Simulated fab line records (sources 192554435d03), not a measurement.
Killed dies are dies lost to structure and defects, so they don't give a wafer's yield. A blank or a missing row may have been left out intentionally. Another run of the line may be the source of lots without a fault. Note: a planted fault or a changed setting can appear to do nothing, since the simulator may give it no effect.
fab line records / flow n5_finfet
record lots=4 wafers=12 last_day=17
route steps=1938 shown PMOS_HMC_CHANNEL_EPI@87 FIN_SAQP@90 FIN_CUT@165 BEOL_M4@1111 PASSIVATION@1936
lots that met no fault: from a run of the same line without faults
start_h: the number of hours between the record's first day and the start of the first shown wafer of the lot / wait_h: hours from the lot's prior step to this one / " same as the row above / L1.1+2: a row that stands for several wafers / - no value, or no start was given / * or withheld: withheld / < > ~ a bound
route shown NAME@n: names a module that has steps shown in the file, with the first one's number in the route / usual: the fault-free wafers' mean and standard deviation / same: alike in all rows / chamber/n: place in a boat / sites: the reading at each site / _std_site: standard deviation across them / _edge_site: inner sites' mean taken away from outer sites' mean / radius_mm: for every site, how far away it sits from the centre of the wafer / mask NAME#n: copy n / behind: the last tool/chamber to shape the wafer / hold: why the lot was held/for how many hours/how that ended / device: transistor that didn't switch, given as n, p or np / end of line: the route-end tests of the same wafers / a step without rows: its recipe alone / killed: the dies lost at the first sort to structure and to defects; this is not the yield of the wafer / map: a wafer's dies, x killed, . not, _ none there
set.NAME: the setting that was run; set.NAME@STEP: the one run at that earlier step / model.NAME: the simulator's own value behind a step, which no gauge read
certain route steps with their lots: each step a table, each wafer a row
services: from which hour (start_h, from the record's first day; less than 0 if before it) a tool's chamber was out of use, for how many hours, and why
## steps
# step N5_PMOS_HMC_CHANNEL_EPI_EPI_26
# recipe material=Si target_thk_a=38 temp_c=650 precursor=SiH4/H2 pressure_torr=20 time_s=22.7
# step N5_FIN_SAQP_PRECLEAN_42
# recipe chemistry=O3/DIW time_s=60 temp_c=22 o3_ppm=10
# step N5_FIN_SAQP_PRECLEAN_00
# recipe chemistry=SC1 time_s=60 temp_c=55 mix=1:2:50
# step N5_FIN_SAQP_PRECLEAN_44
# recipe chemistry=SC2 time_s=45 temp_c=35 mix=1:1:50
# step N5_FIN_SAQP_SRD_01
# recipe dry=ipa_marangoni time_s=30 temp_c=23 rinse_liquid=diw
# step N5_FIN_SAQP_ALD_61
# recipe material=SiO2 target_thk_a=40 temp_c=300 ald_precursor_family=BDEAS ald_co_reactant=O2-plasma pulse_time_s=1 purge_time_s=2 co_reactant_purge_time_s=2 ald_cycles=43 pressure_torr=2
# step N5_FIN_SAQP_DENSIFY_62
# recipe temp_c=700 time_s=60 ambient=N2 idle_temp_c=600 ramp_up_c_per_s=150 ramp_down_c_per_s=60 cool_to_c=600
# step N5_FIN_SAQP_HM_DEP_03
# recipe material=SiNx target_thk_a=380 temp_c=400 precursor=SiH4/NH3/N2 pressure_torr=1.5 rf_w=300 time_s=33.6
# step N5_FIN_SAQP_PECVD_47
# recipe material=a-Si target_thk_a=450 temp_c=400 precursor=SiH4/He pressure_torr=3 rf_w=100 time_s=36.3
# step N5_FIN_SAQP_PECVD_48
# recipe material=SiNx target_thk_a=250 temp_c=400 precursor=SiH4/NH3/N2 pressure_torr=1.5 rf_w=300 time_s=22.1
# usual chamber_pressure_Torr=1.4997/0.0028 heater_power_outer_w=463/67 heater_power_w=756/88 showerhead_plenum_p_Torr=5.10/0.087 throttle_valve_pct=40.3/1.9
lot.wafer=L649.2 tool=pecvd-01 chamber=0 start_h=39.00 wait_h=0.0 chamber_pressure_Torr=1.5009 heater_power_outer_w=497 heater_power_w=721 showerhead_plenum_p_Torr=5.11 throttle_valve_pct=38.3
lot.wafer=L649.3 tool=pecvd-01 chamber=2 start_h=39.00 wait_h=0.0 chamber_pressure_Torr=1.4989 heater_power_outer_w=588 heater_power_w=961 showerhead_plenum_p_Torr=5.09 throttle_valve_pct=41.2
lot.wafer=L649.6 tool=pecvd-01 chamber=2 start_h=39.00 wait_h=0.0 chamber_pressure_Torr=1.4984 heater_power_outer_w=610 heater_power_w=956 showerhead_plenum_p_Torr=5.07 throttle_valve_pct=40.6
lot.wafer=L655.2 tool=pecvd-01 chamber=2 start_h=76.64 wait_h=0.0 chamber_pressure_Torr=1.4945 heater_power_outer_w=571 heater_power_w=916 showerhead_plenum_p_Torr=5.06 throttle_valve_pct=41.2
lot.wafer=L655.3 tool=pecvd-01 chamber=1 start_h=76.64 wait_h=0.0 chamber_pressure_Torr=1.5024 heater_power_outer_w=480 heater_power_w=768 showerhead_plenum_p_Torr=5.04 throttle_valve_pct=40.4
lot.wafer=L655.6 tool=pecvd-01 chamber=0 start_h=76.64 wait_h=0.0 chamber_pressure_Torr=1.5039 heater_power_outer_w=472 heater_power_w=709 showerhead_plenum_p_Torr=5.08 throttle_valve_pct=38.5
lot.wafer=L658.1 tool=pecvd-01 chamber=1 start_h=93.37 wait_h=0.0 chamber_pressure_Torr=1.5000 heater_power_outer_w=460 heater_power_w=738 showerhead_plenum_p_Torr=5.03 throttle_valve_pct=40.3
lot.wafer=L658.2 tool=pecvd-01 chamber=0 start_h=93.37 wait_h=0.0 chamber_pressure_Torr=1.5012 heater_power_outer_w=497 heater_power_w=739 showerhead_plenum_p_Torr=5.10 throttle_valve_pct=38.4
lot.wafer=L658.5 tool=pecvd-01 chamber=2 start_h=93.37 wait_h=0.0 chamber_pressure_Torr=1.5006 heater_power_outer_w=593 heater_power_w=917 showerhead_plenum_p_Torr=5.08 throttle_valve_pct=41.2
lot.wafer=L665.1 tool=pecvd-02 chamber=1 start_h=135.68 wait_h=0.0 chamber_pressure_Torr=1.5013 heater_power_outer_w=440 heater_power_w=735 showerhead_plenum_p_Torr=5.12 throttle_valve_pct=39.2
lot.wafer=L665.4 tool=pecvd-02 chamber=2 start_h=135.68 wait_h=0.0 chamber_pressure_Torr=1.4982 heater_power_outer_w=441 heater_power_w=740 showerhead_plenum_p_Torr=4.95 throttle_valve_pct=37.7
lot.wafer=L665.6 tool=pecvd-02 chamber=0 start_h=135.68 wait_h=0.0 chamber_pressure_Torr=1.5001 heater_power_outer_w=447 heater_power_w=779 showerhead_plenum_p_Torr=5.15 throttle_valve_pct=42.7
# step N5_FIN_SAQP_PECVD_06
# recipe material=a-Si target_thk_a=600 temp_c=400 precursor=SiH4/He pressure_torr=3 rf_w=100 time_s=48.1
# step N5_FIN_SAQP_HM_DEP_72
# recipe material=SiO2 target_thk_a=120 temp_c=400 precursor=SiH4/N2O pressure_torr=0.75 rf_w=275 time_s=7.2
# step N5_FIN_SAQP_COAT_49
# recipe resist=SOC temp_c=250 time_s=60 spin_rpm=1500 resist_thk_nm=100
# step N5_FIN_SAQP_COAT_50
# recipe resist=SiARC temp_c=220 time_s=60 spin_rpm=1500 resist_thk_nm=35
# step N5_FIN_SAQP_COAT_10
# recipe resist=CAR-ArF spin_rpm=1500 resist_thk_nm=90
# step N5_FIN_SAQP_EBR_12
# recipe solvent=PGMEA ebr_width_mm=1.5
# step N5_FIN_SAQP_SOFTBAKE_11
# recipe temp_c=110 time_s=60 resist=CAR-ArF
# step N5_FIN_SAQP_EXPOSE_13
# recipe mask_id=FIN_CORE na=1.35 source_shape=dipole sigma_inner=0.538 sigma_outer=0.738 polarization=te target_cd_nm=35.6 dose_mj=63.25
# step N5_FIN_SAQP_PEB_14
# recipe peb_temp_c=withheld peb_time_s=60 resist=CAR-ArF
# step N5_FIN_SAQP_DEVELOP_15
# recipe develop_time_s=30 developer=TMAH resist=CAR-ArF dev_temp_c=23 rinse_liquid=diw dry=air_spin
# step N5_FIN_SAQP_INSPECT_18
# recipe mode=adi inspect_instrument=brightfield
# usual raw_defect_count=473/120
lot.wafer=L649.2 tool=defect_inspect-02 chamber=- start_h=39.68 wait_h=0.0 raw_defect_count=338
lot.wafer=L649.3 tool=defect_inspect-02 chamber=- start_h=39.68 wait_h=0.0 raw_defect_count=738
lot.wafer=L649.6 tool=defect_inspect-02 chamber=- start_h=39.68 wait_h=0.0 raw_defect_count=608
lot.wafer=L655.2 tool=defect_inspect-02 chamber=- start_h=77.19 wait_h=0.0 raw_defect_count=1211
lot.wafer=L655.3 tool=defect_inspect-02 chamber=- start_h=77.19 wait_h=0.0 raw_defect_count=1215
lot.wafer=L655.6 tool=defect_inspect-02 chamber=- start_h=77.19 wait_h=0.0 raw_defect_count=1293
lot.wafer=L658.1 tool=defect_inspect-02 chamber=- start_h=94.05 wait_h=0.0 raw_defect_count=1293
lot.wafer=L658.2 tool=defect_inspect-02 chamber=- start_h=94.05 wait_h=0.0 raw_defect_count=1153
lot.wafer=L658.5 tool=defect_inspect-02 chamber=- start_h=94.05 wait_h=0.0 raw_defect_count=1300
lot.wafer=L665.1 tool=defect_inspect-02 chamber=- start_h=136.38 wait_h=0.0 raw_defect_count=476
lot.wafer=L665.4 tool=defect_inspect-02 chamber=- start_h=136.38 wait_h=0.0 raw_defect_count=317
lot.wafer=L665.6 tool=defect_inspect-02 chamber=- start_h=136.38 wait_h=0.0 raw_defect_count=530
# step N5_FIN_SAQP_DESCUM_21
# recipe chemistry=O2 time_s=7.9 source_power_w=50 bias_power_w=20 pressure_mtorr=20 rf_frequency_hz=2.712e+07 temp_c=40 resist=CAR-ArF o2_flow_sccm=225
# step N5_FIN_SAQP_ETCH_51
# recipe chemistry=CF4 target=SiARC target_depth_a=455 mask_material=CAR-ArF time_s=75.8 ion_energy_ev=80 pressure_mtorr=40 source_w=545 bias_w=36 Ar_flow_sccm=100 cf4_flow_sccm=100 ends=cleared
# step N5_FIN_SAQP_ETCH_52
# recipe chemistry=N2/H2 target=SOC target_depth_a=1000 overetch_a=200 mask_material=SiARC temp_c=40 time_s=150 ion_energy_ev=200 pressure_mtorr=30 source_w=840 bias_w=150 n2_flow_sccm=200 h2_flow_sccm=200 ends=end_point
# step N5_FIN_SAQP_STRIP_53
# recipe chemistry=N2/H2 temp_c=40 n2_flow_sccm=200 h2_flow_sccm=200 rf_frequency_hz=6e+07
# step N5_FIN_SAQP_HM_OPEN_73
# recipe chemistry=CHF3/O2 target=SiO2 stop_on=a-Si target_depth_a=120 over_etch_frac=1.8 mask_material=SOC time_s=16.8 pressure_mtorr=30 source_w=650 bias_w=170 Ar_flow_sccm=200 CHF3_flow_sccm=50 O2_flow_sccm=5 ion_energy_ev=200 ends=end_point
# step N5_FIN_SAQP_STRIP_74
# recipe chemistry=CHF3/O2 resist=SiARC rf_frequency_hz=6e+07
# step N5_FIN_SAQP_MANDREL_ETCH_22
# recipe target_depth_a=600 chemistry=HBr/Cl2 target=a-Si stop_on=SiNx bt_time_s=10 over_etch_frac=0.5 time_s=30 pressure_mtorr=10 icp_w=800 bias_w=75 HBr_flow_sccm=150 Cl2_flow_sccm=80 ends=end_point
# step N5_FIN_SAQP_STRIP_55
# recipe chemistry=N2/H2 power_w=500 temp_c=40 pressure_mtorr=50 rf_frequency_hz=6e+07 overash_fraction=0.3 bias_power_w=28 h2_frac=0.5 n2_flow_sccm=300 h2_flow_sccm=300
# step N5_FIN_SAQP_STRIP_23
# recipe chemistry=SPM time_s=750 temp_c=130 h2so4_h2o2_vol_ratio=4
# step N5_FIN_SAQP_SRD_66
# recipe dry=ipa_marangoni time_s=30 temp_c=23 rinse_liquid=diw
# step N5_FIN_SAQP_RECESS_75
# recipe chemistry=HF/NH3 target=SiO2 target_depth_a=144 afs_cycles=3 temp_c=30 sublimation_temp_c=180 sublimation_time_s=60
# step N5_FIN_SAQP_SPACER1_ALD_24
# recipe material=SiO2 target_thk_a=203 temp_c=300 ald_precursor_family=BDEAS ald_co_reactant=O2-plasma pulse_time_s=1 purge_time_s=2 co_reactant_purge_time_s=2 ald_cycles=218 pressure_torr=2
# step N5_FIN_SAQP_SPACER1_ETCHBACK_25
# recipe chemistry=CHF3/O2 mode=anisotropic_etchback target=SiO2 target_depth_a=244 time_s=12.2 pressure_mtorr=30 source_w=650 bias_w=170 Ar_flow_sccm=200 CHF3_flow_sccm=50 O2_flow_sccm=5 ion_energy_ev=200
# step N5_FIN_SAQP_MANDREL1_REMOVE_56
# recipe chemistry=HBr/Cl2/O2 bt_time_s=10 target=a-Si stop_on=SiNx endpoint=OES-SiCl over_etch_frac=1 icp_w=600 bias_w=22 HBr_flow_sccm=150 Cl2_flow_sccm=80 O2_flow_sccm=5 pressure_mtorr=10
# step N5_FIN_SAQP_INSPECT_40
# recipe inspect_instrument=brightfield mode=aei
# usual raw_defect_count=248/83
lot.wafer=L649.2 tool=defect_inspect-01 chamber=- start_h=44.48 wait_h=0.0 raw_defect_count=189
lot.wafer=L649.3 tool=defect_inspect-01 chamber=- start_h=44.48 wait_h=0.0 raw_defect_count=251
lot.wafer=L649.6 tool=defect_inspect-01 chamber=- start_h=44.48 wait_h=0.0 raw_defect_count=306
lot.wafer=L655.2 tool=defect_inspect-02 chamber=- start_h=81.78 wait_h=0.0 raw_defect_count=943
lot.wafer=L655.3 tool=defect_inspect-02 chamber=- start_h=81.78 wait_h=0.0 raw_defect_count=920
lot.wafer=L655.6 tool=defect_inspect-02 chamber=- start_h=81.78 wait_h=0.0 raw_defect_count=1090
lot.wafer=L658.1 tool=defect_inspect-01 chamber=- start_h=101.24 wait_h=0.0 raw_defect_count=968
lot.wafer=L658.2 tool=defect_inspect-01 chamber=- start_h=101.24 wait_h=0.0 raw_defect_count=985
lot.wafer=L658.5 tool=defect_inspect-01 chamber=- start_h=101.24 wait_h=0.0 raw_defect_count=1137
lot.wafer=L665.1 tool=defect_inspect-01 chamber=- start_h=142.58 wait_h=0.0 raw_defect_count=238
lot.wafer=L665.4 tool=defect_inspect-01 chamber=- start_h=142.58 wait_h=0.0 raw_defect_count=173
lot.wafer=L665.6 tool=defect_inspect-01 chamber=- start_h=142.58 wait_h=0.0 raw_defect_count=344
# step N5_FIN_CUT_INSPECT_10
# recipe mode=adi inspect_instrument=brightfield
# usual raw_defect_count=45/15
lot.wafer=L649.2 tool=defect_inspect-01 chamber=- start_h=44.99 wait_h=0.0 raw_defect_count=25
lot.wafer=L649.3 tool=defect_inspect-01 chamber=- start_h=44.99 wait_h=0.0 raw_defect_count=41
lot.wafer=L649.6 tool=defect_inspect-01 chamber=- start_h=44.99 wait_h=0.0 raw_defect_count=49
lot.wafer=L655.2 tool=defect_inspect-02 chamber=- start_h=82.17 wait_h=0.0 raw_defect_count=756
lot.wafer=L655.3 tool=defect_inspect-02 chamber=- start_h=82.17 wait_h=0.0 raw_defect_count=774
lot.wafer=L655.6 tool=defect_inspect-02 chamber=- start_h=82.17 wait_h=0.0 raw_defect_count=771
lot.wafer=L658.1 tool=defect_inspect-02 chamber=- start_h=101.76 wait_h=0.1 raw_defect_count=763
lot.wafer=L658.2 tool=defect_inspect-02 chamber=- start_h=101.76 wait_h=0.1 raw_defect_count=804
lot.wafer=L658.5 tool=defect_inspect-02 chamber=- start_h=101.76 wait_h=0.1 raw_defect_count=784
lot.wafer=L665.1 tool=defect_inspect-01 chamber=- start_h=143.10 wait_h=0.1 raw_defect_count=43
lot.wafer=L665.4 tool=defect_inspect-01 chamber=- start_h=143.10 wait_h=0.1 raw_defect_count=35
lot.wafer=L665.6 tool=defect_inspect-01 chamber=- start_h=143.10 wait_h=0.1 raw_defect_count=61
# step N5_BEOL_M4_RC_MEAS_101
# usual DIBL_N=36.2/2 DIBL_P=36.1/2.4 IOFF_N=0.16/0.035 IOFF_P=0.22/0.041 ION_N=675/14 ION_P=465/8.6 SS_N=71.5/0.64 SS_P=73.2/0.76 VT_N=250/3.9 VT_P=-249/3.4
lot.wafer=L649.2 tool=prober-02 chamber=0 start_h=196.23 wait_h=0.2 DIBL_N[mV/V]=34.4 DIBL_P[mV/V]=33.5 IOFF_N[nA/um]=0.13 IOFF_P[nA/um]=0.19 ION_N[uA/um]=662 ION_P[uA/um]=459 SS_N[mV/dec]=71.5 SS_P[mV/dec]=73.2 VT_N[mV]=250 VT_P[mV]=-250
lot.wafer=L649.3 tool=prober-02 chamber=0 start_h=196.23 wait_h=0.2 DIBL_N[mV/V]=37.3 DIBL_P[mV/V]=36.8 IOFF_N[nA/um]=0.20 IOFF_P[nA/um]=0.25 ION_N[uA/um]=694 ION_P[uA/um]=477 SS_N[mV/dec]=71.6 SS_P[mV/dec]=74.1 VT_N[mV]=246 VT_P[mV]=-248
lot.wafer=L649.6 tool=prober-02 chamber=0 start_h=196.23 wait_h=0.2 DIBL_N[mV/V]=33.8 DIBL_P[mV/V]=32.4 IOFF_N[nA/um]=0.13 IOFF_P[nA/um]=0.18 ION_N[uA/um]=679 ION_P[uA/um]=469 SS_N[mV/dec]=70.0 SS_P[mV/dec]=72.2 VT_N[mV]=248 VT_P[mV]=-252
lot.wafer=L655.2 tool=prober-02 chamber=0 start_h=225.34 wait_h=0.2 DIBL_N[mV/V]=33.3 DIBL_P[mV/V]=33.7 IOFF_N[nA/um]=0.12 IOFF_P[nA/um]=0.18 ION_N[uA/um]=647 ION_P[uA/um]=453 SS_N[mV/dec]=70.1 SS_P[mV/dec]=72.8 VT_N[mV]=253 VT_P[mV]=-247
lot.wafer=L655.3 tool=prober-02 chamber=0 start_h=225.34 wait_h=0.2 DIBL_N[mV/V]=34.5 DIBL_P[mV/V]=34.4 IOFF_N[nA/um]=0.13 IOFF_P[nA/um]=0.19 ION_N[uA/um]=653 ION_P[uA/um]=455 SS_N[mV/dec]=70.6 SS_P[mV/dec]=73.2 VT_N[mV]=250 VT_P[mV]=-251
lot.wafer=L655.6 tool=prober-02 chamber=0 start_h=225.34 wait_h=0.2 DIBL_N[mV/V]=35.4 DIBL_P[mV/V]=34.5 IOFF_N[nA/um]=0.15 IOFF_P[nA/um]=0.19 ION_N[uA/um]=671 ION_P[uA/um]=462 SS_N[mV/dec]=71.1 SS_P[mV/dec]=73.5 VT_N[mV]=251 VT_P[mV]=-252
lot.wafer=L658.1 tool=prober-02 chamber=0 start_h=256.48 wait_h=0.0 DIBL_N[mV/V]=35.1 DIBL_P[mV/V]=37.2 IOFF_N[nA/um]=0.15 IOFF_P[nA/um]=0.26 ION_N[uA/um]=678 ION_P[uA/um]=483 SS_N[mV/dec]=71.3 SS_P[mV/dec]=73.0 VT_N[mV]=252 VT_P[mV]=-242
lot.wafer=L658.2 tool=prober-02 chamber=0 start_h=256.48 wait_h=0.0 DIBL_N[mV/V]=36.7 DIBL_P[mV/V]=38.3 IOFF_N[nA/um]=0.19 IOFF_P[nA/um]=0.28 ION_N[uA/um]=698 ION_P[uA/um]=484 SS_N[mV/dec]=72.2 SS_P[mV/dec]=73.4 VT_N[mV]=247 VT_P[mV]=-244
lot.wafer=L658.5 tool=prober-02 chamber=0 start_h=256.48 wait_h=0.0 DIBL_N[mV/V]=33.9 DIBL_P[mV/V]=35.8 IOFF_N[nA/um]=0.14 IOFF_P[nA/um]=0.23 ION_N[uA/um]=685 ION_P[uA/um]=479 SS_N[mV/dec]=70.9 SS_P[mV/dec]=72.3 VT_N[mV]=251 VT_P[mV]=-248
lot.wafer=L665.1 tool=prober-02 chamber=0 start_h=293.08 wait_h=0.0 DIBL_N[mV/V]=37.7 DIBL_P[mV/V]=38.8 IOFF_N[nA/um]=0.20 IOFF_P[nA/um]=0.26 ION_N[uA/um]=680 ION_P[uA/um]=471 SS_N[mV/dec]=71.8 SS_P[mV/dec]=73.9 VT_N[mV]=249 VT_P[mV]=-249
lot.wafer=L665.4 tool=prober-02 chamber=0 start_h=293.08 wait_h=0.0 DIBL_N[mV/V]=38.1 DIBL_P[mV/V]=37.5 IOFF_N[nA/um]=0.18 IOFF_P[nA/um]=0.22 ION_N[uA/um]=685 ION_P[uA/um]=469 SS_N[mV/dec]=72.8 SS_P[mV/dec]=73.9 VT_N[mV]=251 VT_P[mV]=-250
lot.wafer=L665.6 tool=prober-02 chamber=0 start_h=293.08 wait_h=0.0 DIBL_N[mV/V]=34.9 DIBL_P[mV/V]=35.0 IOFF_N[nA/um]=0.14 IOFF_P[nA/um]=0.18 ION_N[uA/um]=665 ION_P[uA/um]=457 SS_N[mV/dec]=71.4 SS_P[mV/dec]=73.3 VT_N[mV]=254 VT_P[mV]=-252
# step N5_PASSIVATION_PROBE_49
# usual defect_limited_yield=91.1/1.4 killed_at_M0_to_M3=36/9.9 killed_at_M4_up=13/5.8 killed_at_contacts=14/5.9 killed_at_front_end=39/11 killed_at_other=3.4/2.9 killed_dies=105/17 killed_on_rim=15/3.9 killed_open=70/13 killed_short=34/7.3 sort_bin_5_function=5.3/1 sort_bin_6_memory=3.3/0.62 sort_n_pass=1075/17 sort_yield_pct=91.1/1.4
# same gross_dies=1180 killed_at_back_side=0 sort_bin_4_leakage[%]=0 sort_bin_8_speed[%]=0
lot.wafer=L655.2 tool=prober-01 chamber=- start_h=323.84 wait_h=0.1 defect_limited_yield[%]=81.5 killed_at_M0_to_M3=43 killed_at_M4_up=7 killed_at_contacts=26 killed_at_front_end=138 killed_at_other=4 killed_dies=218 killed_on_rim=42 killed_open=72 killed_short=38 sort_bin_5_function[%]=10.0 sort_bin_6_memory[%]=4.9 sort_n_pass=962 sort_yield_pct[%]=81.5
lot.wafer=L655.3 tool=prober-01 chamber=- start_h=323.89 wait_h=0.1 defect_limited_yield[%]=85.1 killed_at_M0_to_M3=30 killed_at_M4_up=14 killed_at_contacts=8 killed_at_front_end=120 killed_at_other=4 killed_dies=176 killed_on_rim=32 killed_open=51 killed_short=28 sort_bin_5_function[%]=9.2 sort_bin_6_memory[%]=3.2 sort_n_pass=1004 sort_yield_pct[%]=85.1
lot.wafer=L655.6 tool=prober-01 chamber=- start_h=324.04 wait_h=0.3 defect_limited_yield[%]=79.8 killed_at_M0_to_M3=31 killed_at_M4_up=8 killed_at_contacts=18 killed_at_front_end=180 killed_at_other=1 killed_dies=238 killed_on_rim=21 killed_open=62 killed_short=29 sort_bin_5_function[%]=11.3 sort_bin_6_memory[%]=4.7 sort_n_pass=942 sort_yield_pct[%]=79.8
lot.wafer=L658.1 tool=prober-02 chamber=- start_h=355.09 wait_h=0.0 defect_limited_yield[%]=83.6 killed_at_M0_to_M3=22 killed_at_M4_up=13 killed_at_contacts=5 killed_at_front_end=153 killed_at_other=1 killed_dies=194 killed_on_rim=38 killed_open=55 killed_short=39 sort_bin_5_function[%]=10.5 sort_bin_6_memory[%]=3.2 sort_n_pass=986 sort_yield_pct[%]=83.6
lot.wafer=L658.2 tool=prober-02 chamber=- start_h=355.14 wait_h=0.1 defect_limited_yield[%]=79.6 killed_at_M0_to_M3=34 killed_at_M4_up=13 killed_at_contacts=18 killed_at_front_end=174 killed_at_other=2 killed_dies=241 killed_on_rim=17 killed_open=67 killed_short=33 sort_bin_5_function[%]=13.1 sort_bin_6_memory[%]=4.3 sort_n_pass=939 sort_yield_pct[%]=79.6
lot.wafer=L658.5 tool=prober-02 chamber=- start_h=355.29 wait_h=0.2 defect_limited_yield[%]=85.0 killed_at_M0_to_M3=39 killed_at_M4_up=4 killed_at_contacts=7 killed_at_front_end=126 killed_at_other=1 killed_dies=177 killed_on_rim=27 killed_open=54 killed_short=30 sort_bin_5_function[%]=8.9 sort_bin_6_memory[%]=3.4 sort_n_pass=1003 sort_yield_pct[%]=85.0
# killed by level:class
L655.2 FIN_SAQP:unspecified=98 MOL_CONTACT_COAG:geometric_particle:open=18 BEOL_M1:geometric_particle:open=11 BEOL_M0_SAQP:geometric_particle:short=10 HKMG_FIN:area_etch=10 MOL_CONTACT_COAG:geometric_particle:short=8 BEOL_M0_SAQP:geometric_particle:open=7 FIN_SAQP:geometric_particle:short=6
L655.3 FIN_SAQP:unspecified=97 BEOL_M2:geometric_particle:open=9 MOL_CONTACT_COAG:geometric_particle:open=8 BEOL_M5:geometric_particle:open=6 FIN_SAQP:geometric_particle:open=4 BEOL_M2:geometric_particle:short=4 BEOL_M3:geometric_particle:open=4 BEOL_M0_SAQP:geometric_particle:open=3
L655.6 FIN_SAQP:unspecified=138 MOL_CONTACT_COAG:geometric_particle:open=16 BEOL_M0_SAQP:geometric_particle:open=13 FIN_SAQP:geometric_particle:short=8 HKMG_FIN:area_etch=8 BEOL_M2:geometric_particle:open=5 ILD0:geometric_particle:open=5 GATE_CUT:geometric_particle:short=4
L658.1 FIN_SAQP:unspecified=100 STI_FIN_REVEAL:geometric_particle:open=12 FIN_SAQP:geometric_particle:open=11 GATE_CUT:geometric_particle:short=11 BEOL_M0_SAQP:geometric_particle:short=10 BEOL_M0_SAQP:geometric_particle:open=9 BEOL_M4:geometric_particle:open=8 MOL_CONTACT_COAG:geometric_particle:open=5
L658.2 FIN_SAQP:unspecified=141 BEOL_M0_SAQP:geometric_particle:open=15 MOL_CONTACT_COAG:geometric_particle:open=13 BEOL_M0_SAQP:geometric_particle:short=11 STI_FIN_REVEAL:geometric_particle:open=8 BEOL_M3:geometric_particle:open=7 FIN_SAQP:geometric_particle:open=5 MOL_CONTACT_COAG:geometric_particle:short=5
L658.5 FIN_SAQP:unspecified=93 BEOL_M0_SAQP:geometric_particle:short=15 STI_FIN_REVEAL:geometric_particle:open=12 BEOL_M3:geometric_particle:open=11 MOL_CONTACT_COAG:geometric_particle:open=7 GATE_CUT:geometric_particle:short=6 BEOL_M0_SAQP:geometric_particle:open=6 FIN_SAQP:geometric_particle:open=3
# map L655.6 (x killed, . not)
_________________.....x......________________
______________.........x.....x.._____________
___________....x...x.x............x__________
__________.......x................x._________
________.....x.......x.....x.........._______
_______.......................x........______
______.x............x.......xxx......x.._____
_____...............................x....____
____...............x......................___
___..x.x.....................x.............__
___x.......................................__
__...x.x.........................x.x......xx_
__..............x.x.....xx.............x...x_
_............................................
_..x............x.....x....x..........x.x...x
_.....x.....xx....x...x....xx...........xx...
_x......................xx.x.x...............
_x............x......xx....x...x..x.........x
_....................x....xx.xx.....x........
_....................x.x.xxxxxxx......x......
_.....x............xxxxxxxxxxxx...x.....x..x.
__.......x.......x..xxxxxxxxxxxxxxx.......x._
__.............xxx..xxxxxxxxxxxxxx......x..._
___...............x.xxxxxxxxxxxxx....x.....__
___.x.....x......x.x.xxxxxxxxxxxxx.........__
____x..........x...xxxxxxxxxxxxxxx........___
_____..x.....x..x...xxxxxxxxxxxxxx.......____
______.........x..xx.xxxxxxxx.xx........_____
_______.........xx.....xxxx...x........______
________.........x.xxx..x...x......x.._______
__________............x.....xxx.x..x_________
___________.........x.......x.....x__________
______________.................._____________
_________________....x...x...________________
# map L658.2 (x killed, . not)
_________________............________________
______________..............x..._____________
___________x.x.......x.............__________
__________x.........x..............._________
________..........................x..._______
_______...............x............x...______
______...............................xx._____
_____...x.........x.....x.............x..____
____.....x....x...x.........x...........x.___
___..x.............x..................x....__
___..........x..............x......x.......__
__....x.......x.....x..x..................x._
__...........x....x..........x.............._
_.........................x.........xxx......
_.x...x........xx............................
_..........x......x...........x......x.....x.
_...x...x....x..........x.x.........x..x.....
_.....x.......................xx........xxx..
_.......x......x.x...x.x..xxx.xxx....x.x..x..
_.......x............xxxxxxxxxxx......x......
_.............x....xx.xxxxxxxxxxx.xx..x......
__................x.xxxxxxxxxxxx....x..x...x_
__.................xxxxxxxxxxxxxxx........x._
___.x............x.xxxxxxxxxxxxxxxx........__
___......x......x...xxxxxxxxxxxxxxx........__
____.x............x.xxxxxxxxxxxxxx......x.___
_____x.......x.x.....xxxxxxxxxxxxx.x.....____
______x.........x...xxxxxxxxxxxxx......._____
_______.............xxx..xxxx.xx.......______
________.x............xx..x.xx..x....._______
__________x...x................x...._________
___________.x......................__________
______________.................._____________
_________________......x.....________________
## services
tool=pecvd-01 chamber=- start_h=24.36 hours=2.8 kind=pm
tool=pecvd-02 chamber=2 start_h=44.31 hours=2.1 kind=scheduled_down
tool=pecvd-02 chamber=0 start_h=83.60 hours=2.2 kind=repair
tool=pecvd-02 chamber=0 start_h=113.06 hours=2.1 kind=scheduled_down
tool=pecvd-02 chamber=- start_h=116.82 hours=0.8 kind=pm
tool=pecvd-01 chamber=0 start_h=122.45 hours=6.0 kind=repair
tool=pecvd-02 chamber=- start_h=128.98 hours=3.9 kind=repair
## key
first_sign step=N5_FIN_SAQP_INSPECT_18 reading=raw_defect_count direction=up sigmas=6.2 usual=473 struck=1244
effect step=N5_FIN_SAQP_INSPECT_40 reading=raw_defect_count direction=up sigmas=9.1 usual=248 struck=1007
effect step=N5_FIN_CUT_INSPECT_10 reading=raw_defect_count direction=up sigmas=49 usual=45 struck=775
effect step=N5_PASSIVATION_PROBE_49 reading=killed_at_front_end direction=up sigmas=10 usual=39 struck=148
more_kills_born_at N5_FIN_SAQP_PECVD_48@pecvd-01=667
met_at N5_FIN_SAQP_PECVD_48
struck_wafers L655.2,L655.3,L655.6,L658.1,L658.2,L658.5
baseline_loss step=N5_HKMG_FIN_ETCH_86 wafers=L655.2
onset_between 39.00 76.64
fault kind=chamber_particle_source tool=pecvd-01 chamber=- onset_h=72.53 steps=N5_FIN_SAQP_PECVD_48 rate_per_visit_cm2=1.1335 end_h=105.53
# baseline_loss: these wafers lose ten dies or more at that step, a loss of the line's own and not of a fault; the sort's usual values leave them out
